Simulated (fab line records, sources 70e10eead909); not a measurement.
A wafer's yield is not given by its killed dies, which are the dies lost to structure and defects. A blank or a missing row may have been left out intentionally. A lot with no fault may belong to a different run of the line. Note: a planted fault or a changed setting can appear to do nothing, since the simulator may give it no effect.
Chamber matching ; flow nand-harc ; NHARC_A_STAIRCASE_DEP_301 on pecvd-02: 3 sister chambers
The step deposits SiON, target thk 30 nm. 6 wafers are shown with their chamber, then 7 later ones without.

## EACH WAFER AND ITS CHAMBER
wafer;chamber;showerhead-vpp-V (V);heater-power-w (W)
L584.5;0;1158;895
L588.2;0;1170;834
L588.3;1;1146;894
L588.5;2;1131;873
L590.1;1;1133;854
L590.2;2;1133;943

## WAFERS WITHOUT THEIR CHAMBER
wafer;showerhead-vpp-V (V);heater-power-w (W)
L590.4;1110;872
L594.1;1142;796
L594.2;1158;830
L594.5;1161;819
L595.1;1144;878
L595.3;1145;832
L595.6;1147;827

## WHICH CHAMBER EACH WENT THROUGH
wafer;from the rows above;in truth
L590.4;can't be placed: 2 or 1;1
L594.1;can't be placed: 1 or 2 or 0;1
L594.2;can't be placed: 0 or 1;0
L594.5;0;0
L595.1;can't be placed: 1 or 2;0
L595.3;can't be placed: 1 or 2 or 0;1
L595.6;can't be placed: 1 or 0 or 2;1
Correct placement for 1 of the 7. Can't be placed from these rows: 6 (the true chamber is among the candidates in 5). Placed wrongly: 0.
How it was worked out, from the rows above alone: a wafer's distance from a chamber is the root of the sum, over the readings, of the square of ((its reading less the chamber's mean) divided by the reading's scatter). If the next closest chamber is less than 2 further off than the closest, the wafer can't be placed; otherwise it belongs to the closest. Each chamber's mean is taken over the wafers shown for it. The scatter: the root of (the sum of the squares of (reading less its chamber's mean) over the shown wafers, divided by (wafers less chambers)).
